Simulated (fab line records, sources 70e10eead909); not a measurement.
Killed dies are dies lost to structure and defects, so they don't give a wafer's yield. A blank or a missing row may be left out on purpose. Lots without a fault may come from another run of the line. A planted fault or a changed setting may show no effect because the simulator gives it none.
A struck lot beside a sound one | flow nand_harc | 13 steps out of a route of 1302
Sound: wafers L475.1, L475.4, L475.5. Struck: wafers L466.1, L466.3, L466.4. The cause comes at the end.
At each step with rows: each side's tool, then ch and its chambers, then its first start. Under that, the readings that differ: sound wafers | struck wafers | difference of the means | sigmas: that difference in standard deviations of wafers without a fault.
alike: readings whose means differ by less than 2 such deviations, and words and numbers that are the same on both sides. not compared: withheld readings, readings that some wafer has no value for, bounds like >300 that may hide the same value, and numbers for which the record gives no deviation and whose values overlap.
The two part at a step that has a row with sigmas, a row that says differs or no value, or rows on one side only. Numbers that don't overlap but have no deviation are shown without sigmas and don't part them. A reading that every wafer of one side lacks parts them only if that side has two wafers or more.

NHARC_A_CONTACT_CMP_20: polishes, t overpolish 30 s, target thk 300 nm.
  sound on cmp-01 ch 0,1,3, day 30 03:44; struck on cmp-01 ch 0,2,3, day 26 00:57
  alike: motor_current_A, overpolish_run_s, time_to_endpoint_s
then, 1 step without rows for these wafers: NHARC_A_CONTACT_SRD_22.
NHARC_A_CONTACT_INSPECT_23:
  sound on defect_inspect-02, day 30 04:07; struck on defect_inspect-02, day 26 01:22
  alike: raw_defect_count
then, 8 steps without rows for these wafers: NHARC_A_BLC_DEHYDRATE_00 (time 120 s); NHARC_A_BLC_HMDS_01 (time 30 s); NHARC_A_BLC_COAT_02 (time 75 s); NHARC_A_BLC_COAT_03 (time 65 s); NHARC_A_BLC_COAT_04 (resist thk 90 nm); NHARC_A_BLC_SOFTBAKE_05 (time 55 s); NHARC_A_BLC_EBR_06; NHARC_A_BLC_EXPOSE_07 (exposes mask A BLC, target cd 100 nm).
NHARC_A_BLC_PEB_08: peb time 65 s.
  sound on litho_track-04 ch 0, day 30 04:25; struck on litho_track-01, day 26 01:47
  no value came back on the struck wafers for chill_plate_temp_C (C), exhaust_pa (Pa), plate_temp_C (C); on the sound wafers chill_plate_temp_C (C) reads 22.99 23.01 22.91
then, 1 step without rows for these wafers: NHARC_A_BLC_DEVELOP_09 (develop time 35 s).

WHERE THEY PART
Only at NHARC_A_BLC_PEB_08, within this record.

WHY: what the simulator had put in
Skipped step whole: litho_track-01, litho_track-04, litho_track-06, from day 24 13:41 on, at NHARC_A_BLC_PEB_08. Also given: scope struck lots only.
